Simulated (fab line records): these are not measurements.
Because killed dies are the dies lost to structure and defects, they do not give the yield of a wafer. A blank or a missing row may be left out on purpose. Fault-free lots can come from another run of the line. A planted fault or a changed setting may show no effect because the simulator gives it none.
fab line records || flow nand_harc
record {"lots": 7, "wafers": 21, "last_day": 32}
route steps=1302 shown A_ZERO_WELL@412 A_SOURCE_PLATE@413 A_ONON_D1@424 END@1302
lots untouched by any fault: they come from a run of this same line in which no faults occurred
start_h: start of the lot's first displayed wafer, in hours after the record's first day || wait_h: hours from the lot's prior step to this one || " unchanged from the row above || L1.1+2: several wafers, shown together as one row || - no value, or no start given || * or withheld: withheld || < > ~ a bound
route shown NAME@n: a module of which the file shows steps, and the number in the route of the first || usual: mean/standard deviation taken from wafers without a fault || same: alike in all rows || chamber/n: place in a boat || sites: per-site readings || _std_site: the values' standard deviation || _edge_site: mean of outer sites minus mean of inner sites || radius_mm: how far each site lies from the wafer's centre || mask NAME#n: copy n || behind: the tool/chamber that last shaped the wafer || hold: the reason the lot was held/the length of the hold in hours/how it ended || device: transistor that didn't switch, given as n, p or np || end of line: tests run on the same wafers once the route is complete || a step with no rows: only its recipe || killed: not the wafer's yield, but the dies lost to structure and defects at the first sort || map: a wafer's dies, marking killed ones x, the rest . and places with no die _
set.NAME: the setting as run; set.NAME@STEP: as run at that earlier step || model.NAME: the simulator's own value behind a step, which no gauge read
certain route steps with their lots: each step a table, each wafer a row
services: when a tool's chamber went out of use (start_h, in hours from the record's first day, below 0 if earlier), for how many hours, and the reason
## steps
# step NHARC_A_ZERO_WELL_INSPECT_17
# usual {"raw_defect_count": "12/7.2"}
{"lot.wafer": "L808.1", "tool": "defect_inspect-01", "chamber": "-", "start_h": 152.95, "wait_h": 0.2, "raw_defect_count": 6}
{"lot.wafer": "L808.4", "tool": "defect_inspect-01", "chamber": "-", "start_h": 152.95, "wait_h": 0.2, "raw_defect_count": 2}
{"lot.wafer": "L808.6", "tool": "defect_inspect-01", "chamber": "-", "start_h": 152.95, "wait_h": 0.2, "raw_defect_count": 4}
{"lot.wafer": "L813.1", "tool": "defect_inspect-01", "chamber": "-", "start_h": 208.02, "wait_h": 0.2, "raw_defect_count": 4}
{"lot.wafer": "L813.3", "tool": "defect_inspect-01", "chamber": "-", "start_h": 208.02, "wait_h": 0.2, "raw_defect_count": 6}
{"lot.wafer": "L813.5", "tool": "defect_inspect-01", "chamber": "-", "start_h": 208.02, "wait_h": 0.2, "raw_defect_count": 14}
{"lot.wafer": "L814.4", "tool": "defect_inspect-02", "chamber": "-", "start_h": 213.58, "wait_h": 0.1, "raw_defect_count": 17}
{"lot.wafer": "L814.5", "tool": "defect_inspect-02", "chamber": "-", "start_h": 213.58, "wait_h": 0.1, "raw_defect_count": 23}
{"lot.wafer": "L814.6", "tool": "defect_inspect-02", "chamber": "-", "start_h": 213.58, "wait_h": 0.1, "raw_defect_count": 26}
{"lot.wafer": "L815.2", "tool": "defect_inspect-01", "chamber": "-", "start_h": 220.34, "wait_h": 0.1, "raw_defect_count": 6}
{"lot.wafer": "L815.4", "tool": "defect_inspect-01", "chamber": "-", "start_h": 220.34, "wait_h": 0.1, "raw_defect_count": 15}
{"lot.wafer": "L815.5", "tool": "defect_inspect-01", "chamber": "-", "start_h": 220.34, "wait_h": 0.1, "raw_defect_count": 7}
{"lot.wafer": "L821.1", "tool": "defect_inspect-01", "chamber": "-", "start_h": 285.27, "wait_h": 0.2, "raw_defect_count": 22}
{"lot.wafer": "L821.3", "tool": "defect_inspect-01", "chamber": "-", "start_h": 285.27, "wait_h": 0.2, "raw_defect_count": 14}
{"lot.wafer": "L821.4", "tool": "defect_inspect-01", "chamber": "-", "start_h": 285.27, "wait_h": 0.2, "raw_defect_count": 16}
{"lot.wafer": "L824.1", "tool": "defect_inspect-01", "chamber": "-", "start_h": 308.49, "wait_h": 0.2, "raw_defect_count": 5}
{"lot.wafer": "L824.3", "tool": "defect_inspect-01", "chamber": "-", "start_h": 308.49, "wait_h": 0.2, "raw_defect_count": 5}
{"lot.wafer": "L824.6", "tool": "defect_inspect-01", "chamber": "-", "start_h": 308.49, "wait_h": 0.2, "raw_defect_count": 10}
{"lot.wafer": "L825.2", "tool": "defect_inspect-01", "chamber": "-", "start_h": 325.25, "wait_h": 0.1, "raw_defect_count": 10}
{"lot.wafer": "L825.3", "tool": "defect_inspect-01", "chamber": "-", "start_h": 325.25, "wait_h": 0.1, "raw_defect_count": 13}
{"lot.wafer": "L825.4", "tool": "defect_inspect-01", "chamber": "-", "start_h": 325.25, "wait_h": 0.1, "raw_defect_count": 13}
# step NHARC_A_SOURCE_PLATE_PRECLEAN_00
# recipe {"time_s": 60, "chemistry": "HF-LAST"}
# step NHARC_A_SOURCE_PLATE_SRD_01
# step NHARC_A_SOURCE_PLATE_OXIDE_02
# recipe {"target_thk_a": 100, "temp_c": 900, "ox_time_s": 1362, "material": "SiO2"}
# step NHARC_A_SOURCE_PLATE_THK_MEAS_09
# recipe {"thk_meas_gauge": "ellipsometry"}
# usual {"thk_nm": "9.7/0.96"}
{"lot.wafer": "L808.1", "tool": "film_metro-02", "chamber": "-", "start_h": 160.30, "wait_h": 0.4, "thk_nm": 9.7}
{"lot.wafer": "L808.4", "tool": "film_metro-02", "chamber": "-", "start_h": 160.30, "wait_h": 0.4, "thk_nm": 10.3}
{"lot.wafer": "L808.6", "tool": "film_metro-02", "chamber": "-", "start_h": 160.30, "wait_h": 0.4, "thk_nm": 10.6}
{"lot.wafer": "L813.1", "tool": "film_metro-01", "chamber": "-", "start_h": 215.19, "wait_h": 0.4, "thk_nm": 10.5}
{"lot.wafer": "L813.3", "tool": "film_metro-01", "chamber": "-", "start_h": 215.19, "wait_h": 0.4, "thk_nm": 8.9}
{"lot.wafer": "L813.5", "tool": "film_metro-01", "chamber": "-", "start_h": 215.19, "wait_h": 0.4, "thk_nm": 10.6}
{"lot.wafer": "L814.4", "tool": "film_metro-01", "chamber": "-", "start_h": 220.86, "wait_h": 0.4, "thk_nm": 9.9}
{"lot.wafer": "L814.5", "tool": "film_metro-01", "chamber": "-", "start_h": 220.86, "wait_h": 0.4, "thk_nm": 8.8}
{"lot.wafer": "L814.6", "tool": "film_metro-01", "chamber": "-", "start_h": 220.86, "wait_h": 0.4, "thk_nm": 9.2}
{"lot.wafer": "L815.2", "tool": "film_metro-01", "chamber": "-", "start_h": 227.52, "wait_h": 0.4, "thk_nm": 8.5}
{"lot.wafer": "L815.4", "tool": "film_metro-01", "chamber": "-", "start_h": 227.52, "wait_h": 0.4, "thk_nm": 9.4}
{"lot.wafer": "L815.5", "tool": "film_metro-01", "chamber": "-", "start_h": 227.52, "wait_h": 0.4, "thk_nm": 8.3}
{"lot.wafer": "L821.1", "tool": "film_metro-02", "chamber": "-", "start_h": 291.30, "wait_h": 0.4, "thk_nm": 8.3}
{"lot.wafer": "L821.3", "tool": "film_metro-02", "chamber": "-", "start_h": 291.30, "wait_h": 0.4, "thk_nm": 10.2}
{"lot.wafer": "L821.4", "tool": "film_metro-02", "chamber": "-", "start_h": 291.30, "wait_h": 0.4, "thk_nm": 10.6}
{"lot.wafer": "L824.1", "tool": "film_metro-02", "chamber": "-", "start_h": 316.53, "wait_h": 0.4, "thk_nm": 10.7}
{"lot.wafer": "L824.3", "tool": "film_metro-02", "chamber": "-", "start_h": 316.53, "wait_h": 0.4, "thk_nm": 10.0}
{"lot.wafer": "L824.6", "tool": "film_metro-02", "chamber": "-", "start_h": 316.53, "wait_h": 0.4, "thk_nm": 9.9}
{"lot.wafer": "L825.2", "tool": "film_metro-01", "chamber": "-", "start_h": 332.02, "wait_h": 0.4, "thk_nm": 7.9}
{"lot.wafer": "L825.3", "tool": "film_metro-01", "chamber": "-", "start_h": 332.02, "wait_h": 0.4, "thk_nm": 8.4}
{"lot.wafer": "L825.4", "tool": "film_metro-01", "chamber": "-", "start_h": 332.02, "wait_h": 0.4, "thk_nm": 9.0}
# step NHARC_A_SOURCE_PLATE_PVD_04
# recipe {"target_thk_a": 500, "material": "WSi2"}
# step NHARC_A_SOURCE_PLATE_CVD_03
# recipe {"target_thk_a": 2000, "temp_c": 620, "pressure_mtorr": 200, "time_s": 4000, "material": "poly-Si"}
# step NHARC_A_SOURCE_PLATE_ANNEAL_05
# recipe {"temp_c": 850, "time_s": 1800}
# step NHARC_A_SOURCE_PLATE_THK_MEAS_06
# recipe {"thk_meas_gauge": "ellipsometry"}
# usual {"thk_nm": "199.5/2.3"}
{"lot.wafer": "L808.1", "tool": "film_metro-01", "chamber": "-", "start_h": 174.01, "wait_h": 0.4, "thk_nm": 199.2}
{"lot.wafer": "L808.4", "tool": "film_metro-01", "chamber": "-", "start_h": 174.01, "wait_h": 0.4, "thk_nm": 199.7}
{"lot.wafer": "L808.6", "tool": "film_metro-01", "chamber": "-", "start_h": 174.01, "wait_h": 0.4, "thk_nm": 200.8}
{"lot.wafer": "L813.1", "tool": "film_metro-02", "chamber": "-", "start_h": 232.20, "wait_h": 0.4, "thk_nm": 200.7}
{"lot.wafer": "L813.3", "tool": "film_metro-02", "chamber": "-", "start_h": 232.20, "wait_h": 0.4, "thk_nm": 197.9}
{"lot.wafer": "L813.5", "tool": "film_metro-02", "chamber": "-", "start_h": 232.20, "wait_h": 0.4, "thk_nm": 199.6}
{"lot.wafer": "L814.4", "tool": "film_metro-01", "chamber": "-", "start_h": 232.20, "wait_h": 0.4, "thk_nm": 202.8}
{"lot.wafer": "L814.5", "tool": "film_metro-01", "chamber": "-", "start_h": 232.20, "wait_h": 0.4, "thk_nm": 199.7}
{"lot.wafer": "L814.6", "tool": "film_metro-01", "chamber": "-", "start_h": 232.20, "wait_h": 0.4, "thk_nm": 200.1}
{"lot.wafer": "L815.2", "tool": "film_metro-01", "chamber": "-", "start_h": 241.26, "wait_h": 0.4, "thk_nm": 198.4}
{"lot.wafer": "L815.4", "tool": "film_metro-01", "chamber": "-", "start_h": 241.26, "wait_h": 0.4, "thk_nm": 197.9}
{"lot.wafer": "L815.5", "tool": "film_metro-01", "chamber": "-", "start_h": 241.26, "wait_h": 0.4, "thk_nm": 198.3}
{"lot.wafer": "L821.1", "tool": "film_metro-01", "chamber": "-", "start_h": 305.48, "wait_h": 0.4, "thk_nm": 197.2}
{"lot.wafer": "L821.3", "tool": "film_metro-01", "chamber": "-", "start_h": 305.48, "wait_h": 0.4, "thk_nm": 196.6}
{"lot.wafer": "L821.4", "tool": "film_metro-01", "chamber": "-", "start_h": 305.48, "wait_h": 0.4, "thk_nm": 197.9}
{"lot.wafer": "L824.1", "tool": "film_metro-02", "chamber": "-", "start_h": 329.63, "wait_h": 0.4, "thk_nm": 197.7}
{"lot.wafer": "L824.3", "tool": "film_metro-02", "chamber": "-", "start_h": 329.63, "wait_h": 0.4, "thk_nm": 195.9}
{"lot.wafer": "L824.6", "tool": "film_metro-02", "chamber": "-", "start_h": 329.63, "wait_h": 0.4, "thk_nm": 198.5}
{"lot.wafer": "L825.2", "tool": "film_metro-02", "chamber": "-", "start_h": 344.46, "wait_h": 0.4, "thk_nm": 199.5}
{"lot.wafer": "L825.3", "tool": "film_metro-02", "chamber": "-", "start_h": 344.46, "wait_h": 0.4, "thk_nm": 196.9}
{"lot.wafer": "L825.4", "tool": "film_metro-02", "chamber": "-", "start_h": 344.46, "wait_h": 0.4, "thk_nm": 200.4}
# step NHARC_A_SOURCE_PLATE_INSPECT_08
# usual {"raw_defect_count": "58/23"}
{"lot.wafer": "L808.1", "tool": "defect_inspect-01", "chamber": "-", "start_h": 174.12, "wait_h": 0.0, "raw_defect_count": 32}
{"lot.wafer": "L808.4", "tool": "defect_inspect-01", "chamber": "-", "start_h": 174.12, "wait_h": 0.0, "raw_defect_count": 30}
{"lot.wafer": "L808.6", "tool": "defect_inspect-01", "chamber": "-", "start_h": 174.12, "wait_h": 0.0, "raw_defect_count": 17}
{"lot.wafer": "L813.1", "tool": "defect_inspect-01", "chamber": "-", "start_h": 232.26, "wait_h": 0.0, "raw_defect_count": 56}
{"lot.wafer": "L813.3", "tool": "defect_inspect-01", "chamber": "-", "start_h": 232.26, "wait_h": 0.0, "raw_defect_count": 44}
{"lot.wafer": "L813.5", "tool": "defect_inspect-01", "chamber": "-", "start_h": 232.26, "wait_h": 0.0, "raw_defect_count": 63}
{"lot.wafer": "L814.4", "tool": "defect_inspect-02", "chamber": "-", "start_h": 232.26, "wait_h": 0.0, "raw_defect_count": 122}
{"lot.wafer": "L814.5", "tool": "defect_inspect-02", "chamber": "-", "start_h": 232.26, "wait_h": 0.0, "raw_defect_count": 56}
{"lot.wafer": "L814.6", "tool": "defect_inspect-02", "chamber": "-", "start_h": 232.26, "wait_h": 0.0, "raw_defect_count": 93}
{"lot.wafer": "L815.2", "tool": "defect_inspect-01", "chamber": "-", "start_h": 241.37, "wait_h": 0.0, "raw_defect_count": 53}
{"lot.wafer": "L815.4", "tool": "defect_inspect-01", "chamber": "-", "start_h": 241.37, "wait_h": 0.0, "raw_defect_count": 50}
{"lot.wafer": "L815.5", "tool": "defect_inspect-01", "chamber": "-", "start_h": 241.37, "wait_h": 0.0, "raw_defect_count": 44}
{"lot.wafer": "L821.1", "tool": "defect_inspect-02", "chamber": "-", "start_h": 305.54, "wait_h": 0.0, "raw_defect_count": 62}
{"lot.wafer": "L821.3", "tool": "defect_inspect-02", "chamber": "-", "start_h": 305.54, "wait_h": 0.0, "raw_defect_count": 55}
{"lot.wafer": "L821.4", "tool": "defect_inspect-02", "chamber": "-", "start_h": 305.54, "wait_h": 0.0, "raw_defect_count": 88}
{"lot.wafer": "L824.1", "tool": "defect_inspect-02", "chamber": "-", "start_h": 329.74, "wait_h": 0.0, "raw_defect_count": 98}
{"lot.wafer": "L824.3", "tool": "defect_inspect-02", "chamber": "-", "start_h": 329.74, "wait_h": 0.0, "raw_defect_count": 93}
{"lot.wafer": "L824.6", "tool": "defect_inspect-02", "chamber": "-", "start_h": 329.74, "wait_h": 0.0, "raw_defect_count": 94}
{"lot.wafer": "L825.2", "tool": "defect_inspect-01", "chamber": "-", "start_h": 344.52, "wait_h": 0.0, "raw_defect_count": 67}
{"lot.wafer": "L825.3", "tool": "defect_inspect-01", "chamber": "-", "start_h": 344.52, "wait_h": 0.0, "raw_defect_count": 54}
{"lot.wafer": "L825.4", "tool": "defect_inspect-01", "chamber": "-", "start_h": 344.52, "wait_h": 0.0, "raw_defect_count": 72}
# step NHARC_A_ONON_D1_DEP_00
# recipe {"target_thk_a": 10000, "n2_flow_sccm": 2750, "n2o_flow_sccm": 2000, "nh3_flow_sccm": 500, "sih4_flow_sccm": 210, "temp_c": 400}
# usual {"n2_flow_sccm": "2749/9.1", "n2o_flow_sccm": "2000/5.2", "nh3_flow_sccm": "500.2/1.5"}
{"lot.wafer": "L808.1", "tool": "pecvd_onon-04", "chamber": 0, "start_h": 174.19, "wait_h": 0.1, "n2_flow_sccm": 2751, "n2o_flow_sccm": 2001, "nh3_flow_sccm": 501.1}
{"lot.wafer": "L808.4", "tool": "pecvd_onon-04", "chamber": 0, "start_h": 174.19, "wait_h": 0.1, "n2_flow_sccm": 2743, "n2o_flow_sccm": 1996, "nh3_flow_sccm": 500.6}
{"lot.wafer": "L808.6", "tool": "pecvd_onon-04", "chamber": 0, "start_h": 174.19, "wait_h": 0.1, "n2_flow_sccm": 2744, "n2o_flow_sccm": 1993, "nh3_flow_sccm": 499.8}
{"lot.wafer": "L813.1", "tool": "pecvd_onon-01", "chamber": "-", "start_h": 232.33, "wait_h": 0.1, "n2_flow_sccm": "-", "n2o_flow_sccm": "-", "nh3_flow_sccm": "-"}
{"lot.wafer": "L813.3", "tool": "pecvd_onon-01", "chamber": "-", "start_h": 232.33, "wait_h": 0.1, "n2_flow_sccm": "-", "n2o_flow_sccm": "-", "nh3_flow_sccm": "-"}
{"lot.wafer": "L813.5", "tool": "pecvd_onon-01", "chamber": "-", "start_h": 232.33, "wait_h": 0.1, "n2_flow_sccm": "-", "n2o_flow_sccm": "-", "nh3_flow_sccm": "-"}
{"lot.wafer": "L814.4", "tool": "pecvd_onon-04", "chamber": "-", "start_h": 232.50, "wait_h": 0.2, "n2_flow_sccm": "-", "n2o_flow_sccm": "-", "nh3_flow_sccm": "-"}
{"lot.wafer": "L814.5", "tool": "pecvd_onon-04", "chamber": "-", "start_h": 232.50, "wait_h": 0.2, "n2_flow_sccm": "-", "n2o_flow_sccm": "-", "nh3_flow_sccm": "-"}
{"lot.wafer": "L814.6", "tool": "pecvd_onon-04", "chamber": "-", "start_h": 232.50, "wait_h": 0.2, "n2_flow_sccm": "-", "n2o_flow_sccm": "-", "nh3_flow_sccm": "-"}
{"lot.wafer": "L815.2", "tool": "pecvd_onon-03", "chamber": "-", "start_h": 241.49, "wait_h": 0.1, "n2_flow_sccm": "-", "n2o_flow_sccm": "-", "nh3_flow_sccm": "-"}
{"lot.wafer": "L815.4", "tool": "pecvd_onon-03", "chamber": "-", "start_h": 241.49, "wait_h": 0.1, "n2_flow_sccm": "-", "n2o_flow_sccm": "-", "nh3_flow_sccm": "-"}
{"lot.wafer": "L815.5", "tool": "pecvd_onon-03", "chamber": "-", "start_h": 241.49, "wait_h": 0.1, "n2_flow_sccm": "-", "n2o_flow_sccm": "-", "nh3_flow_sccm": "-"}
{"lot.wafer": "L821.1", "tool": "pecvd_onon-04", "chamber": 0, "start_h": 305.61, "wait_h": 0.1, "n2_flow_sccm": 2758, "n2o_flow_sccm": 1998, "nh3_flow_sccm": 500.9}
{"lot.wafer": "L821.3", "tool": "pecvd_onon-04", "chamber": 0, "start_h": 305.61, "wait_h": 0.1, "n2_flow_sccm": 2749, "n2o_flow_sccm": 1996, "nh3_flow_sccm": 499.4}
{"lot.wafer": "L821.4", "tool": "pecvd_onon-04", "chamber": 0, "start_h": 305.61, "wait_h": 0.1, "n2_flow_sccm": 2762, "n2o_flow_sccm": 2002, "nh3_flow_sccm": 500.3}
{"lot.wafer": "L824.1", "tool": "pecvd_onon-04", "chamber": 0, "start_h": 329.81, "wait_h": 0.1, "n2_flow_sccm": 2741, "n2o_flow_sccm": 2008, "nh3_flow_sccm": 498.9}
{"lot.wafer": "L824.3", "tool": "pecvd_onon-04", "chamber": 0, "start_h": 329.81, "wait_h": 0.1, "n2_flow_sccm": 2743, "n2o_flow_sccm": 2014, "nh3_flow_sccm": 500.0}
{"lot.wafer": "L824.6", "tool": "pecvd_onon-04", "chamber": 0, "start_h": 329.81, "wait_h": 0.1, "n2_flow_sccm": 2748, "n2o_flow_sccm": 2003, "nh3_flow_sccm": 499.1}
{"lot.wafer": "L825.2", "tool": "pecvd_onon-03", "chamber": 0, "start_h": 344.65, "wait_h": 0.1, "n2_flow_sccm": 2750, "n2o_flow_sccm": 1994, "nh3_flow_sccm": 499.2}
{"lot.wafer": "L825.3", "tool": "pecvd_onon-03", "chamber": 0, "start_h": 344.65, "wait_h": 0.1, "n2_flow_sccm": 2738, "n2o_flow_sccm": 1995, "nh3_flow_sccm": 501.6}
{"lot.wafer": "L825.4", "tool": "pecvd_onon-03", "chamber": 0, "start_h": 344.65, "wait_h": 0.1, "n2_flow_sccm": 2747, "n2o_flow_sccm": 1991, "nh3_flow_sccm": 502.4}
# step NHARC_END_SORT_01
# recipe {"temp_c": 25}
# usual {"killed_at_array": "53/19", "killed_at_other": "0.8/1.2", "killed_at_periphery": "3.7/2.3", "killed_dies": "57/19", "killed_open": "3.2/1.7", "killed_short": "2.6/1.8"}
# same {"gross_dies": 677}
{"lot.wafer": "L814.4", "tool": "prober-01", "chamber": 0, "start_h": 635.41, "wait_h": 3.4, "killed_at_array": 674, "killed_at_other": 0, "killed_at_periphery": 3, "killed_dies": 677, "killed_open": 5, "killed_short": 2}
{"lot.wafer": "L814.5", "tool": "prober-01", "chamber": 0, "start_h": 636.22, "wait_h": 3.7, "killed_at_array": 675, "killed_at_other": 2, "killed_at_periphery": 0, "killed_dies": 677, "killed_open": 0, "killed_short": 2}
{"lot.wafer": "L814.6", "tool": "prober-01", "chamber": 0, "start_h": 637.03, "wait_h": 4.1, "killed_at_array": 675, "killed_at_other": 1, "killed_at_periphery": 1, "killed_dies": 677, "killed_open": 1, "killed_short": 2}
{"lot.wafer": "L813.1", "tool": "prober-02", "chamber": 0, "start_h": 640.79, "wait_h": 2.5, "killed_at_array": 671, "killed_at_other": 1, "killed_at_periphery": 5, "killed_dies": 677, "killed_open": 1, "killed_short": 3}
{"lot.wafer": "L813.3", "tool": "prober-02", "chamber": 0, "start_h": 642.40, "wait_h": 3.1, "killed_at_array": 672, "killed_at_other": 2, "killed_at_periphery": 3, "killed_dies": 677, "killed_open": 3, "killed_short": 2}
{"lot.wafer": "L813.5", "tool": "prober-02", "chamber": 0, "start_h": 644.01, "wait_h": 3.7, "killed_at_array": 671, "killed_at_other": 0, "killed_at_periphery": 6, "killed_dies": 677, "killed_open": 0, "killed_short": 0}
{"lot.wafer": "L815.2", "tool": "prober-01", "chamber": 0, "start_h": 641.63, "wait_h": 2.8, "killed_at_array": 669, "killed_at_other": 1, "killed_at_periphery": 7, "killed_dies": 677, "killed_open": 2, "killed_short": 5}
{"lot.wafer": "L815.4", "tool": "prober-01", "chamber": 0, "start_h": 643.21, "wait_h": 3.4, "killed_at_array": 666, "killed_at_other": 1, "killed_at_periphery": 10, "killed_dies": 677, "killed_open": 5, "killed_short": 6}
{"lot.wafer": "L815.5", "tool": "prober-01", "chamber": 0, "start_h": 644.00, "wait_h": 3.7, "killed_at_array": 669, "killed_at_other": 2, "killed_at_periphery": 6, "killed_dies": 677, "killed_open": 4, "killed_short": 1}
# killed by level:class
L814.4 A_ONON_D1:area_dep=593 A_CHANNEL_HOLE_D1:chamber_film_flake=27 A_SLIT:chamber_film_flake=21 A_CHANNEL_HOLE_D2:chamber_film_flake=20 A_BONDPAD:chamber_film_flake=4 P_M0:geometric_particle:open=2 A_STAIRCASE:chamber_film_flake=2 P_STI:geometric_particle:open=1
L814.5 A_ONON_D1:area_dep=591 A_CHANNEL_HOLE_D1:chamber_film_flake=32 A_SLIT:chamber_film_flake=18 A_CHANNEL_HOLE_D2:chamber_film_flake=16 A_STAIRCASE:chamber_film_flake=4 A_CONTACT:chamber_film_flake=3 A_BONDPAD:chamber_film_flake=3 A_CHANNEL_FILL_D2:chamber_film_flake=2
L814.6 A_ONON_D1:area_dep=589 A_SLIT:chamber_film_flake=30 A_CHANNEL_HOLE_D2:chamber_film_flake=28 A_CHANNEL_HOLE_D1:chamber_film_flake=15 A_STAIRCASE:chamber_film_flake=3 A_CONTACT:chamber_film_flake=3 A_BONDPAD:chamber_film_flake=2 A_CHANNEL_FILL_D2:geometric_particle:short=1
L813.1 A_ONON_D1:area_dep=644 A_CHANNEL_HOLE_D2:chamber_film_flake=10 A_CONTACT:chamber_film_flake=7 P_STI:chamber_film_flake=3 P_ZERO_WELL:chamber_film_flake=2 A_SLIT:chamber_film_flake=2 A_BONDPAD:chamber_film_flake=2 A_CHANNEL_HOLE_D1:geometric_particle:short=1
L815.2 A_ONON_D1:area_dep=592 A_SLIT:chamber_film_flake=34 A_CHANNEL_HOLE_D1:chamber_film_flake=24 A_CHANNEL_HOLE_D2:chamber_film_flake=5 A_BONDPAD:chamber_film_flake=5 P_BONDPAD:chamber_film_flake=4 A_BLC:chamber_film_flake=2 P_CONTACT:geometric_particle:short=1
L813.3 A_ONON_D1:area_dep=645 A_CHANNEL_HOLE_D2:chamber_film_flake=11 A_CHANNEL_HOLE_D1:chamber_film_flake=4 A_BONDPAD:chamber_film_flake=3 THIN_TSV:chamber_film_flake=2 P_M0:geometric_particle:open=1 A_DECK1_JOINT:geometric_particle:open=1 A_ONON_D2:geometric_particle:short=1
L815.4 A_ONON_D1:area_dep=597 A_SLIT:chamber_film_flake=30 A_CHANNEL_HOLE_D1:chamber_film_flake=17 A_CHANNEL_HOLE_D2:chamber_film_flake=8 A_DECK1_JOINT:chamber_film_flake=5 P_BONDPAD:chamber_film_flake=4 P_CONTACT:geometric_particle:open=2 A_CONTACT:geometric_particle:short=2
L815.5 A_ONON_D1:area_dep=594 A_CHANNEL_HOLE_D1:chamber_film_flake=28 A_SLIT:chamber_film_flake=25 A_CHANNEL_HOLE_D2:chamber_film_flake=9 A_ZERO_WELL:chamber_film_flake=3 P_BONDPAD:chamber_film_flake=2 A_DECK1_JOINT:chamber_film_flake=2 A_CONTACT:chamber_film_flake=2
L813.5 A_ONON_D1:area_dep=640 A_CHANNEL_HOLE_D2:chamber_film_flake=14 A_CONTACT:chamber_film_flake=8 P_STI:chamber_film_flake=4 A_BONDPAD:chamber_film_flake=3 P_ZERO_WELL:chamber_film_flake=2 A_CHANNEL_HOLE_D1:chamber_film_flake=2 A_CHANNEL_FILL_D1:chamber_film_flake=1
# map L813.1 (x killed, . not)
____________x____________
_________xxxxxxx_________
_______xxxxxxxxxxx_______
______xxxxxxxxxxxxx______
_____xxxxxxxxxxxxxxx_____
____xxxxxxxxxxxxxxxxx____
____xxxxxxxxxxxxxxxxx____
___xxxxxxxxxxxxxxxxxxx___
___xxxxxxxxxxxxxxxxxxx___
__xxxxxxxxxxxxxxxxxxxxx__
__xxxxxxxxxxxxxxxxxxxxx__
_xxxxxxxxxxxxxxxxxxxxxxx_
_xxxxxxxxxxxxxxxxxxxxxxx_
_xxxxxxxxxxxxxxxxxxxxxxx_
_xxxxxxxxxxxxxxxxxxxxxxx_
_xxxxxxxxxxxxxxxxxxxxxxx_
xxxxxxxxxxxxxxxxxxxxxxxxx
xxxxxxxxxxxxxxxxxxxxxxxxx
xxxxxxxxxxxxxxxxxxxxxxxxx
xxxxxxxxxxxxxxxxxxxxxxxxx
xxxxxxxxxxxxxxxxxxxxxxxxx
_xxxxxxxxxxxxxxxxxxxxxxx_
_xxxxxxxxxxxxxxxxxxxxxxx_
_xxxxxxxxxxxxxxxxxxxxxxx_
_xxxxxxxxxxxxxxxxxxxxxxx_
_xxxxxxxxxxxxxxxxxxxxxxx_
__xxxxxxxxxxxxxxxxxxxxx__
__xxxxxxxxxxxxxxxxxxxxx__
___xxxxxxxxxxxxxxxxxxx___
___xxxxxxxxxxxxxxxxxxx___
____xxxxxxxxxxxxxxxxx____
____xxxxxxxxxxxxxxxxx____
_____xxxxxxxxxxxxxxx_____
______xxxxxxxxxxxxx______
_______xxxxxxxxxxx_______
_________xxxxxxx_________
____________x____________
# map L814.4 (x killed, . not)
____________x____________
_________xxxxxxx_________
_______xxxxxxxxxxx_______
______xxxxxxxxxxxxx______
_____xxxxxxxxxxxxxxx_____
____xxxxxxxxxxxxxxxxx____
____xxxxxxxxxxxxxxxxx____
___xxxxxxxxxxxxxxxxxxx___
___xxxxxxxxxxxxxxxxxxx___
__xxxxxxxxxxxxxxxxxxxxx__
__xxxxxxxxxxxxxxxxxxxxx__
_xxxxxxxxxxxxxxxxxxxxxxx_
_xxxxxxxxxxxxxxxxxxxxxxx_
_xxxxxxxxxxxxxxxxxxxxxxx_
_xxxxxxxxxxxxxxxxxxxxxxx_
_xxxxxxxxxxxxxxxxxxxxxxx_
xxxxxxxxxxxxxxxxxxxxxxxxx
xxxxxxxxxxxxxxxxxxxxxxxxx
xxxxxxxxxxxxxxxxxxxxxxxxx
xxxxxxxxxxxxxxxxxxxxxxxxx
xxxxxxxxxxxxxxxxxxxxxxxxx
_xxxxxxxxxxxxxxxxxxxxxxx_
_xxxxxxxxxxxxxxxxxxxxxxx_
_xxxxxxxxxxxxxxxxxxxxxxx_
_xxxxxxxxxxxxxxxxxxxxxxx_
_xxxxxxxxxxxxxxxxxxxxxxx_
__xxxxxxxxxxxxxxxxxxxxx__
__xxxxxxxxxxxxxxxxxxxxx__
___xxxxxxxxxxxxxxxxxxx___
___xxxxxxxxxxxxxxxxxxx___
____xxxxxxxxxxxxxxxxx____
____xxxxxxxxxxxxxxxxx____
_____xxxxxxxxxxxxxxx_____
______xxxxxxxxxxxxx______
_______xxxxxxxxxxx_______
_________xxxxxxx_________
____________x____________
## services
{"tool": "pecvd_onon-03", "chamber": "-", "start_h": 214.17, "hours": 0.1, "kind": "repair"}
{"tool": "pecvd_onon-03", "chamber": "-", "start_h": 227.19, "hours": 13.0, "kind": "pm"}
{"tool": "pecvd_onon-01", "chamber": "-", "start_h": 269.35, "hours": 13.0, "kind": "pm"}
{"tool": "pecvd_onon-04", "chamber": "-", "start_h": 311.00, "hours": 13.0, "kind": "pm"}
## key
first_sign {"step": "NHARC_A_ONON_D1_DEP_00", "reading": "tool_record", "direction": "missing"}
effect {"step": "NHARC_END_SORT_01", "reading": "killed_dies", "direction": "up", "sigmas": 32, "usual": 57, "struck": 677}
more_kills_born_at {"NHARC_A_ONON_D1_DEP_00@pecvd_onon-01": 1928, "NHARC_A_ONON_D1_DEP_00@pecvd_onon-03": 1783, "NHARC_A_ONON_D1_DEP_00@pecvd_onon-04": 1773}
met_at NHARC_A_ONON_D1_DEP_00
struck_wafers L813.1,L813.3,L813.5,L814.4,L814.5,L814.6,L815.2,L815.4,L815.5
later_rows_left_out L813.1,L813.3,L813.5,L814.4,L814.5,L814.6,L815.2,L815.4,L815.5
tester_left_out L813,L814,L815
onset_between 174.19 232.33
fault {"kind": "skipped_step_whole", "tool": "pecvd_onon-01,pecvd_onon-03,pecvd_onon-04", "chamber": "-", "onset_h": 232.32, "steps": "NHARC_A_ONON_D1_DEP_00", "scope": "struck_lots_only"}
# tester_left_out: of these lots the tester's yield and bins aren't shown, on N5 and GAA mostly nor the transistor test; their killed dies are dies lost to structure and defects alone, not to doping, threshold or leakage, so they don't give the yield
# later_rows_left_out: the simulator's readings of these wafers behind a module that went badly wrong aren't trusted and aren't shown, but for the sort
